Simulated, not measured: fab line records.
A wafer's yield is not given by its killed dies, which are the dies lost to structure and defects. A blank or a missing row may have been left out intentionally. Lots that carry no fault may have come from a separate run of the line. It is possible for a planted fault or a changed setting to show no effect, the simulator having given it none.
Commonality check across tools + flow nand_harc + Sampled: 11 lots, 33 wafers

REASON IT WAS OPENED
At NHARC_P_M0_CD_MEAS_09 the reading cd_nm is flagged on 2 of 11 lots. Wafers without a fault read 90.2 nm, standard deviation 0.49.
Rule: a lot gets a flag if all its wafers with a number sit over 4 standard deviations from that mean, or if no wafer of it has a number. The other lots count as sound.

| lot  | measured     | on        | cd_nm (nm), wafer by wafer | flag    |
|------|--------------|-----------|----------------------------|---------|
| L659 | day 5 20:10  | cd_sem-03 | 89.5 89.9 90.1             |         |
| L660 | day 6 10:58  | cd_sem-01 | 90.3 89.8 89.9             |         |
| L662 | day 6 14:37  | cd_sem-03 | 90.0 90.4 90.1             |         |
| L663 | day 7 01:14  | cd_sem-01 | 89.9 89.3 89.7             |         |
| L668 | day 8 01:58  | cd_sem-01 | 97.6 97.5 98.1             | FLAGGED |
| L666 | day 8 02:56  | cd_sem-01 | 95.8 96.1 96.0             | FLAGGED |
| L675 | day 9 22:26  | cd_sem-02 | 91.2 90.2 90.5             |         |
| L677 | day 10 03:56 | cd_sem-03 | 90.5 90.1 89.7             |         |
| L678 | day 10 11:35 | cd_sem-03 | 89.8 89.3 89.8             |         |
| L679 | day 10 23:49 | cd_sem-03 | 89.7 90.2 90.4             |         |
| L682 | day 11 07:46 | cd_sem-02 | 90.1 90.6 90.6             |         |
Average over the flagged lots: 96.8 nm; offset from the usual +6.6 nm, equal to +14 standard deviations.

LOT BY LOT: THE TOOL USED
Before the reading, the record contains 3 process steps out of a 1159-step route. Every cell lists first the tool, next ch and the chambers used by the sampled wafers, and last the start.
| lot  | flag    | NHARC_P_CONTACT_STRIP_28           | NHARC_P_CONTACT_PVD_32                  | NHARC_P_M0_EXPOSE_06               |
|------|---------|------------------------------------|-----------------------------------------|------------------------------------|
| L659 |         | rie_diel-12 ch 0,3, day 5 14:18    | pvd_sputter-02, day 5 20:02 or earlier  | arfi_scanner-03 ch 0, day 5 20:02  |
| L660 |         | rie_diel-12 ch 1,2,3, day 5 22:58  | pvd_sputter-02, day 6 10:50 or earlier  | arfi_scanner-02 ch 0, day 6 10:50  |
| L662 |         | rie_diel-12 ch 0,1,2, day 6 11:16  | pvd_sputter-02, day 6 14:28 or earlier  | arfi_scanner-01 ch 0, day 6 14:28  |
| L663 |         | rie_diel-13 ch 1,2, day 6 16:55    | pvd_sputter-03, day 7 01:05 or earlier  | arfi_scanner-02 ch 0, day 7 01:05  |
| L668 | FLAGGED | rie_diel-12 ch 1,2,3, day 7 23:02  | pvd_sputter-02, day 8 01:49 or earlier  | arfi_scanner-02 ch 0, day 8 01:49  |
| L666 | FLAGGED | rie_diel-12 ch 1,2,3, day 8 00:01  | pvd_sputter-03, day 8 02:48 or earlier  | arfi_scanner-02 ch 0, day 8 02:48  |
| L675 |         | rie_diel-13 ch 0,3, day 9 16:28    | pvd_sputter-03, day 9 22:19 or earlier  | arfi_scanner-01 ch 0, day 9 22:19  |
| L677 |         | rie_diel-12 ch 0,2,3, day 10 00:53 | pvd_sputter-03, day 10 03:48 or earlier | arfi_scanner-03 ch 0, day 10 03:48 |
| L678 |         | rie_diel-12 ch 1,2, day 10 08:39   | pvd_sputter-01, day 10 11:26 or earlier | arfi_scanner-03 ch 0, day 10 11:26 |
| L679 |         | rie_diel-12 ch 0,1,2, day 10 18:11 | pvd_sputter-01, day 10 23:40 or earlier | arfi_scanner-01 ch 0, day 10 23:40 |
| L682 |         | rie_diel-13 ch 0,1,3, day 11 02:58 | pvd_sputter-02, day 11 07:38 or earlier | arfi_scanner-03 ch 0, day 11 07:38 |
What these steps do:
- NHARC_P_CONTACT_STRIP_28: strips in O2.
- NHARC_P_CONTACT_PVD_32: deposits Ti, target thk 5 nm, time 17.7 s.
- NHARC_P_M0_EXPOSE_06: exposes mask P M0, target cd 90 nm.
- NHARC_P_M0_CD_MEAS_09: target cd 90 nm.

FLAGGED AGAINST TOTAL, ONE TOOL AT A TIME (gauges that did the reading follow at the end)
| step                     | tool            | lots run | flagged | share of the flagged lots | sound lots run after its first flagged lot |
|--------------------------|-----------------|----------|---------|---------------------------|--------------------------------------------|
| NHARC_P_CONTACT_STRIP_28 | rie_diel-12     | 8        | 2       | all                       | 3 (L677,L678,L679)                         |
| NHARC_P_CONTACT_STRIP_28 | rie_diel-13     | 3        | 0       | none                      | -                                          |
| NHARC_P_CONTACT_PVD_32   | pvd_sputter-01  | 2        | 0       | none                      | -                                          |
| NHARC_P_CONTACT_PVD_32   | pvd_sputter-02  | 5        | 1       | some                      | 1 (L682)                                   |
| NHARC_P_CONTACT_PVD_32   | pvd_sputter-03  | 4        | 1       | some                      | 2 (L675,L677)                              |
| NHARC_P_M0_EXPOSE_06     | arfi_scanner-01 | 3        | 0       | none                      | -                                          |
| NHARC_P_M0_EXPOSE_06     | arfi_scanner-02 | 4        | 2       | all                       | 0                                          |
| NHARC_P_M0_EXPOSE_06     | arfi_scanner-03 | 4        | 0       | none                      | -                                          |
| NHARC_P_M0_CD_MEAS_09    | cd_sem-01       | 4        | 2       | all                       | 0                                          |
| NHARC_P_M0_CD_MEAS_09    | cd_sem-02       | 2        | 0       | none                      | -                                          |
| NHARC_P_M0_CD_MEAS_09    | cd_sem-03       | 5        | 0       | none                      | -                                          |
NHARC_P_CONTACT_PVD_32: start missing for some lots; hours and lot order therefore follow NHARC_P_M0_EXPOSE_06.

WHAT THE TABLE PERMITS
All flagged lots were run by 3 table rows, namely rie_diel-12 at NHARC_P_CONTACT_STRIP_28, arfi_scanner-02 at NHARC_P_M0_EXPOSE_06, cd_sem-01 at NHARC_P_M0_CD_MEAS_09.
- rie_diel-12 at NHARC_P_CONTACT_STRIP_28: 2 of its 8 lots flagged. After the first flagged lot (L677, L678, L679), sound lots still ran on it; a lasting fault on the whole tool would not permit that.
- arfi_scanner-02 at NHARC_P_M0_EXPOSE_06: 2 of its 4 lots flagged. Last sound lot L663 at day 7 01:05, first flagged lot L668 at day 8 01:49; a fault beginning in between fits. Its own readings (exposure_dose_mJ_cm2) fall more than 4 standard deviations out on all wafers of the flagged lots.
- cd_sem-01 at NHARC_P_M0_CD_MEAS_09: 2 of its 4 lots flagged. Last sound lot L663 at day 7 01:14, first flagged lot L668 at day 8 01:58; a fault beginning in between fits.
Counting lots can't tell these 2 tools apart, because each fits a fault that began at some hour. More lots, or a look at what each step does to the wafer, might.

WHAT THE SIMULATOR PUT IN
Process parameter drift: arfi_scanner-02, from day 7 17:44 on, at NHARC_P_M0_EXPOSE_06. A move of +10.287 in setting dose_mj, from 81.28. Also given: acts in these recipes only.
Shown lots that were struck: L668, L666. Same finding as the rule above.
